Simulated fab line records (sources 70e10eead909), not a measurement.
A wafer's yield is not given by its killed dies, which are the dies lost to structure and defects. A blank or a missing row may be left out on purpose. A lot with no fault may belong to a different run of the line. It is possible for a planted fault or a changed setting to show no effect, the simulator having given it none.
fab line records | flow nand_harc
record lots=6 | wafers=18 | last_day=32
route steps=1302 shown A_SLIT@945 A_SIN_REMOVE@947 A_WL_FILL@952
lots untouched by any fault: they come from a run of this same line in which no faults occurred
start_h: the number of hours between the record's first day and the start of the first shown wafer of the lot | wait_h: hours elapsed since this lot's preceding step | " repeats the value in the row above | L1.1+2: several wafers, shown together as one row | - no value present, or no start provided | * or withheld: withheld | < > ~ a bound
route shown NAME@n: a module of which the file shows steps, and the number in the route of the first | usual: mean/standard deviation of fault-free wafers | same: alike in all rows | chamber/n: place in a boat | sites: readings site by site | _std_site: the standard deviation of these | _edge_site: outer sites' mean less inner sites' | radius_mm: how far each site lies from the wafer's centre | mask NAME#n: copy n | behind: the last tool/chamber to shape the wafer | hold: reason for holding the lot/hours on hold/outcome of the hold | device: which transistor (n, p or np) failed to switch | end of line: the route-end tests of the same wafers | where a step has no rows: the recipe by itself | killed: at the first sort, the dies lost to defects and structure; wafer yield is something else | map: shows each die of a wafer: x if killed, . if not, _ if none is there
set.NAME: setting as actually run; set.NAME@STEP: the setting as run at that earlier step | model.NAME: the simulator's own value behind a step, which no gauge read
lots seen at some steps along the route; tables by step, rows by wafer
services: a tool's chamber out of use, with start hour (start_h, from the record's first day; less than 0 if before it), hours out, and reason
## steps
# step NHARC_A_SLIT_SRD_20
# step NHARC_A_SLIT_CD_MEAS_21
# usual cd_nm=289.4/0.79
lot.wafer | tool      | chamber | start_h | wait_h | cd_nm
L570.3    | cd_sem-01 | -       | 550.55  | -      | 290.0
L570.4    | "         | -       | "       | "      | 289.9
L570.5    | "         | -       | "       | "      | 288.9
L572.2    | cd_sem-02 | -       | 563.20  | -      | 288.8
L572.3    | "         | -       | "       | "      | 287.8
L572.6    | "         | -       | "       | "      | 288.1
L573.4    | cd_sem-02 | -       | 574.70  | -      | 289.5
L573.5    | "         | -       | "       | "      | 289.4
L573.6    | "         | -       | "       | "      | 289.7
L571.1    | cd_sem-01 | -       | 576.27  | -      | 288.9
L571.3    | "         | -       | "       | "      | 288.6
L571.6    | "         | -       | "       | "      | 288.6
L577.3    | cd_sem-03 | -       | 610.11  | -      | 287.9
L577.4    | "         | -       | "       | "      | 287.8
L577.5    | "         | -       | "       | "      | 287.6
L578.1    | cd_sem-03 | -       | 637.40  | -      | 288.4
L578.3    | "         | -       | "       | "      | 289.2
L578.4    | "         | -       | "       | "      | 288.7
# step NHARC_A_SIN_REMOVE_WET_00
# recipe temp_c=160 | time_s=15300 | chemistry=H3PO4
# step NHARC_A_SIN_REMOVE_PRECLEAN_01
# recipe time_s=* | temp_c=50 | bath_age_min=0 | chemistry=SC1
# step NHARC_A_SIN_REMOVE_SRD_02
# step NHARC_A_SIN_REMOVE_INSPECT_04
# usual raw_defect_count=379/74
lot.wafer | tool              | chamber | start_h | wait_h | raw_defect_count
L570.3    | defect_inspect-01 | -       | 557.20  | 0.0    | 477
L570.4    | "                 | -       | "       | "      | 358
L570.5    | "                 | -       | "       | "      | 517
L572.2    | defect_inspect-01 | -       | 569.98  | 0.0    | 326
L572.3    | "                 | -       | "       | "      | 413
L572.6    | "                 | -       | "       | "      | 357
L573.4    | defect_inspect-02 | -       | 581.30  | 0.0    | 364
L573.5    | "                 | -       | "       | "      | 345
L573.6    | "                 | -       | "       | "      | 367
L571.1    | defect_inspect-01 | -       | 581.32  | 0.0    | 358
L571.3    | "                 | -       | "       | "      | 380
L571.6    | "                 | -       | "       | "      | 327
L577.3    | defect_inspect-02 | -       | 615.65  | 0.0    | 435
L577.4    | "                 | -       | "       | "      | 444
L577.5    | "                 | -       | "       | "      | 365
L578.1    | defect_inspect-01 | -       | 644.06  | 0.0    | 386
L578.3    | "                 | -       | "       | "      | 357
L578.4    | "                 | -       | "       | "      | 363
# step NHARC_A_WL_FILL_ALD_00
# recipe target_thk_a=30 | pulse_time_s=3 | ald_cycles=30 | temp_c=300 | material=Al2O3
# usual heater_power_w=443/53 | precursor_pulse_height_rel=0.997/0.017
lot.wafer | tool      | chamber | start_h | wait_h | heater_power_w | precursor_pulse_height_rel
L570.4    | ald_hk-03 | 0       | 557.26  | 0.1    | 426            | 0.984
L570.3    | "         | 3       | "       | "      | 448            | 0.985
L570.5    | "         | 1       | "       | "      | 358            | 0.993
L572.2    | ald_hk-04 | 2       | 570.04  | 0.1    | 401            | 0.977
L572.3    | "         | 1       | "       | "      | 399            | 1.005
L572.6    | "         | 3       | "       | "      | 492            | 1.010
L571.3    | ald_hk-01 | 3       | 581.41  | 0.1    | 368            | 0.976
L571.1    | "         | 0       | "       | "      | 472            | 0.981
L571.6    | "         | 3       | "       | "      | 368            | 0.961
L573.4    | ald_hk-03 | 1       | 581.41  | 0.1    | 357            | 0.989
L573.5    | "         | 3       | "       | "      | 461            | 1.003
L573.6    | "         | 0       | "       | "      | 438            | 0.985
L577.3    | ald_hk-01 | 1       | 615.90  | 0.2    | 500            | 1.015
L577.4    | "         | 3       | "       | "      | 368            | 0.988
L577.5    | "         | 1       | "       | "      | 509            | 1.002
L578.4    | ald_hk-03 | 3       | 644.15  | 0.1    | 467            | 1.002
L578.1    | "         | 0       | "       | "      | 423            | 0.973
L578.3    | "         | 1       | "       | "      | 353            | 0.995
# step NHARC_A_WL_FILL_RTA_01
# recipe temp_c=1000 | time_s=5
# usual lamp_power_pct=31/4 | lamp_zone_2_pct=31/4.1 | wafer_temp_C_max=1004.2/0.84
lot.wafer | tool          | chamber | start_h | wait_h | lamp_power_pct | lamp_zone_2_pct | wafer_temp_C_max
L570.3    | rtp_anneal-02 | 0       | 557.58  | -      | 34             | 34              | 1004.6
L570.4    | "             | 0       | "       | "      | 34             | 34              | 1004.0
L570.5    | "             | 0       | "       | "      | 34             | 34              | 1004.0
L572.2    | rtp_anneal-02 | 0       | 570.34  | -      | 34             | 34              | 1004.4
L572.3    | "             | 0       | "       | "      | 34             | 34              | 1004.9
L572.6    | "             | 0       | "       | "      | 34             | 34              | 1004.2
L573.4    | rtp_anneal-02 | 0       | 581.71  | -      | 34             | 34              | 1002.4
L573.5    | "             | 0       | "       | "      | 34             | 34              | 1003.8
L573.6    | "             | 0       | "       | "      | 34             | 34              | 1003.5
L571.1    | rtp_anneal-01 | 0       | 581.76  | -      | 26             | 26              | 1005.6
L571.3    | "             | 0       | "       | "      | 25             | 26              | 1003.5
L571.6    | "             | 0       | "       | "      | 26             | 25              | 1005.6
L577.3    | rtp_anneal-02 | 0       | 616.21  | -      | 34             | 34              | 1005.9
L577.4    | "             | 0       | "       | "      | 34             | 34              | 1003.6
L577.5    | "             | 0       | "       | "      | 34             | 34              | 1004.0
L578.1    | rtp_anneal-02 | 0       | 644.39  | -      | 34             | 34              | 1004.4
L578.3    | "             | 0       | "       | "      | 34             | 34              | 1003.9
L578.4    | "             | 0       | "       | "      | 34             | 34              | 1003.9
# step NHARC_A_WL_FILL_ALD_02
# recipe target_thk_a=20 | pulse_time_s=3 | ald_cycles=100 | temp_c=450 | material=TiN
# usual heater_power_w=1014/91 | precursor_pulse_height_rel=0.999/0.018
lot.wafer | tool         | chamber | start_h | wait_h | heater_power_w | precursor_pulse_height_rel
L570.3    | ald_metal-03 | 2       | 557.73  | 0.1    | 1146           | 1.027
L570.4    | "            | 3       | "       | "      | 931            | 0.981
L570.5    | "            | 3       | "       | "      | 932            | 0.992
L572.3    | ald_metal-01 | 1       | 570.53  | 0.1    | 1141           | 1.016
L572.2    | "            | 3       | "       | "      | 967            | 1.018
L572.6    | "            | 1       | "       | "      | 1120           | 0.978
L573.4    | ald_metal-03 | 0       | 581.95  | 0.2    | 1131           | 0.991
L573.5    | "            | 1       | "       | "      | 946            | 0.973
L573.6    | "            | 2       | "       | "      | 1148           | 0.990
L571.1    | ald_metal-01 | 0       | 581.98  | 0.2    | 887            | 1.014
L571.3    | "            | 0       | "       | "      | 866            | 1.030
L571.6    | "            | 3       | "       | "      | 967            | 1.014
L577.4    | ald_metal-01 | 1       | 616.37  | 0.1    | 1130           | 0.977
L577.3    | "            | 2       | "       | "      | 1039           | 0.983
L577.5    | "            | 2       | "       | "      | 1044           | 1.024
L578.1    | ald_metal-03 | 2       | 644.60  | 0.2    | 1147           | 1.013
L578.3    | "            | 1       | "       | "      | 950            | 0.968
L578.4    | "            | 2       | "       | "      | 1167           | 0.988
# step NHARC_A_WL_FILL_CVD_03
# recipe target_thk_a=400 | temp_c=300 | pressure_torr=40 | wf6_flow_sccm=40 | h2_flow_sccm=1600 | ar_flow_sccm=1560 | time_s=279 | material=W
# usual heater_power_w=410/28 | throttle_valve_pct=7.85/0.18
lot.wafer | tool     | chamber | start_h | wait_h | heater_power_w | throttle_valve_pct
L570.3    | cvd_w-02 | 1       | 558.35  | 0.2    | 392            | 7.93
L570.4    | "        | 0       | "       | "      | 409            | 8.03
L570.5    | "        | 0       | "       | "      | 390            | 8.15
L572.2    | cvd_w-02 | 0       | 570.97  | 0.1    | 401            | 7.98
L572.3    | "        | 0       | "       | "      | 400            | 7.86
L572.6    | "        | 0       | "       | "      | 391            | 7.92
L573.4    | cvd_w-01 | 0       | 582.44  | 0.2    | 451            | 7.68
L573.5    | "        | 1       | "       | "      | 428            | 7.71
L573.6    | "        | 0       | "       | "      | 438            | 7.88
L571.1    | cvd_w-02 | 1       | 582.65  | 0.1    | 390            | 7.72
L571.3    | "        | 0       | "       | "      | 396            | 8.35
L571.6    | "        | 1       | "       | "      | 387            | 7.85
L577.3    | cvd_w-02 | 0       | 616.90  | 0.2    | 400            | 7.97
L577.4    | "        | 1       | "       | "      | 389            | 7.75
L577.5    | "        | 1       | "       | "      | 379            | 7.85
L578.1    | cvd_w-02 | 1       | 645.17  | 0.1    | 376            | 7.45
L578.3    | "        | 0       | "       | "      | 404            | 7.82
L578.4    | "        | 1       | "       | "      | 400            | 7.78
# step NHARC_A_WL_FILL_ETCHBACK_04
# recipe target_depth_a=600 | time_s=120 | chemistry=NF3
# usual drypump_motor_current_A=5.4/0.52 | oes_product_au=0.998/0.0095 | run_length_s=141.3/0.5
lot.wafer | tool         | chamber | start_h | wait_h | drypump_motor_current_A | oes_product_au | rf_hours_counter_h | run_length_s
L570.3    | rie_metal-03 | 1       | 558.69  | 0.3    | 5.5                     | 0.994          | -                  | 140.8
L570.4    | "            | 0       | "       | "      | 6.0                     | 1.007          | -                  | 140.8
L570.5    | "            | 0       | "       | "      | 5.9                     | 1.007          | -                  | 140.7
L572.2    | rie_metal-03 | 0       | 571.34  | 0.3    | 6.0                     | 1.011          | 0.6                | 140.9
L572.3    | "            | 1       | "       | "      | 5.5                     | 0.988          | -                  | 145.4
L572.6    | "            | 1       | "       | "      | 5.5                     | 0.996          | -                  | 145.8
L573.4    | rie_metal-02 | 1       | 582.76  | 0.3    | 4.8                     | 0.983          | -                  | 142.2
L573.5    | "            | 0       | "       | "      | 6.2                     | 0.990          | -                  | 141.7
L573.6    | "            | 1       | "       | "      | 4.8                     | 0.984          | -                  | 141.6
L571.1    | rie_metal-03 | 0       | 583.03  | 0.3    | 6.0                     | 1.007          | 1.0                | 140.5
L571.3    | "            | 1       | "       | "      | 5.5                     | 0.996          | -                  | 145.8
L571.6    | "            | 0       | "       | "      | 6.0                     | 1.007          | -                  | 140.6
L577.3    | rie_metal-02 | 1       | 617.24  | 0.3    | 4.8                     | 0.992          | -                  | 141.8
L577.4    | "            | 0       | "       | "      | 6.2                     | 0.988          | -                  | 142.0
L577.5    | "            | 1       | "       | "      | 4.8                     | 0.990          | -                  | 142.0
L578.1    | rie_metal-02 | 1       | 645.52  | 0.3    | 4.8                     | 0.989          | 0.0                | 142.3
L578.4    | "            | 0       | "       | "      | 6.1                     | 0.992          | -                  | 141.7
L578.3    | "            | 1       | "       | "      | 4.8                     | 0.996          | -                  | 142.1
# step NHARC_A_WL_FILL_ETCHBACK_05
# recipe target_depth_a=220 | time_s=60 | temp_c=40 | chemistry=Cl2/BCl3
# usual drypump_motor_current_A=5.4/0.52 | oes_product_au=1.000/0.0096 | run_length_s=81.3/0.49
lot.wafer | tool         | chamber | start_h | wait_h | drypump_motor_current_A | oes_product_au | rf_hours_counter_h | run_length_s
L570.4    | rie_metal-03 | 0       | 558.89  | 0.1    | 6.0                     | 1.007          | -                  | 80.9
L570.3    | "            | 1       | "       | "      | 5.5                     | 0.999          | -                  | 81.0
L570.5    | "            | 1       | "       | "      | 5.5                     | 0.993          | -                  | 81.0
L572.2    | rie_metal-03 | 1       | 571.58  | 0.2    | 5.5                     | 0.995          | 0.7                | 81.0
L572.3    | "            | 0       | "       | "      | 6.0                     | 1.009          | -                  | 80.7
L572.6    | "            | 0       | "       | "      | 6.0                     | 1.018          | -                  | 80.4
L573.4    | rie_metal-02 | 0       | 582.93  | 0.1    | 6.2                     | 0.995          | -                  | 81.7
L573.6    | "            | 0       | "       | "      | 6.2                     | 1.003          | -                  | 81.6
L573.5    | "            | 1       | "       | "      | 4.8                     | 0.992          | -                  | 81.6
L571.1    | rie_metal-03 | 1       | 583.27  | 0.2    | 5.5                     | 0.985          | 1.2                | 81.0
L571.3    | "            | 0       | "       | "      | 6.0                     | 1.003          | -                  | 80.7
L571.6    | "            | 0       | "       | "      | 6.0                     | 1.011          | -                  | 80.5
L577.4    | rie_metal-02 | 0       | 617.43  | 0.1    | 6.2                     | 0.986          | -                  | 81.9
L577.3    | "            | 1       | "       | "      | 4.8                     | 0.992          | -                  | 81.6
L577.5    | "            | 0       | "       | "      | 6.1                     | 0.993          | -                  | 81.7
L578.1    | rie_metal-02 | 0       | 645.73  | 0.2    | 6.2                     | 0.998          | 0.1                | 81.6
L578.4    | "            | 0       | "       | "      | 6.2                     | 1.002          | -                  | 81.5
L578.3    | "            | 1       | "       | "      | 4.8                     | 0.997          | -                  | 81.8
## services
tool         | chamber | start_h | hours | kind
ald_metal-01 | 0       | 536.00  | -     | clean
cvd_w-01     | -       | 547.15  | 13.0  | pm
ald_metal-01 | 0       | 553.77  | 10.2  | repair
ald_hk-03    | -       | 568.00  | 10.0  | pm
ald_metal-03 | -       | 568.00  | 10.0  | pm
ald_metal-01 | 1       | 571.14  | 19.0  | repair
ald_metal-01 | 2       | 575.54  | 6.5   | repair
cvd_w-02     | 0       | 588.62  | 6.9   | repair
ald_metal-01 | -       | 592.09  | 0.9   | repair
ald_metal-03 | -       | 612.01  | 1.4   | repair
ald_hk-04    | -       | 612.04  | 10.0  | pm
ald_metal-03 | 3       | 629.73  | 20.6  | repair
rie_metal-02 | 1       | 629.82  | 4.7   | repair
cvd_w-02     | -       | 631.00  | 13.0  | pm
cvd_w-02     | 0       | 631.00  | 13.0  | vent_cycle
cvd_w-02     | 1       | 631.00  | 13.0  | vent_cycle
rie_metal-02 | -       | 631.03  | 9.0   | pm
rie_metal-02 | 0       | 631.03  | 9.0   | vent_cycle
cvd_w-01     | 1       | 631.76  | 5.2   | repair
rie_metal-03 | 1       | 631.93  | 1.5   | repair
rie_metal-02 | 0       | 640.03  | -     | clean
rie_metal-02 | 1       | 640.03  | -     | clean
cvd_w-02     | 0       | 644.00  | -     | clean
cvd_w-02     | 1       | 644.00  | -     | clean
## key
first_sign step=NHARC_A_WL_FILL_ETCHBACK_04 | reading=run_length_s | direction=up | sigmas=8.7 | usual=* | struck=*
effect none on later readings
met_at NHARC_A_WL_FILL_ETCHBACK_04
struck_wafers L571.3,L572.3,L572.6
tester_left_out L571,L572
onset_between 558.69 571.34
fault kind=process_parameter_drift | tool=rie_metal-03 | chamber=1 | onset_h=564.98 | steps=NHARC_A_WL_FILL_ETCHBACK_04 | channel=time_s | offset=* | shape=step | end_h=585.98 | acts_in=* | stated=*
# tester_left_out: of these lots the tester's yield and bins aren't shown, on N5 and GAA mostly nor the transistor test; their killed dies are dies lost to structure and defects alone, not to doping, threshold or leakage, so they don't give the yield
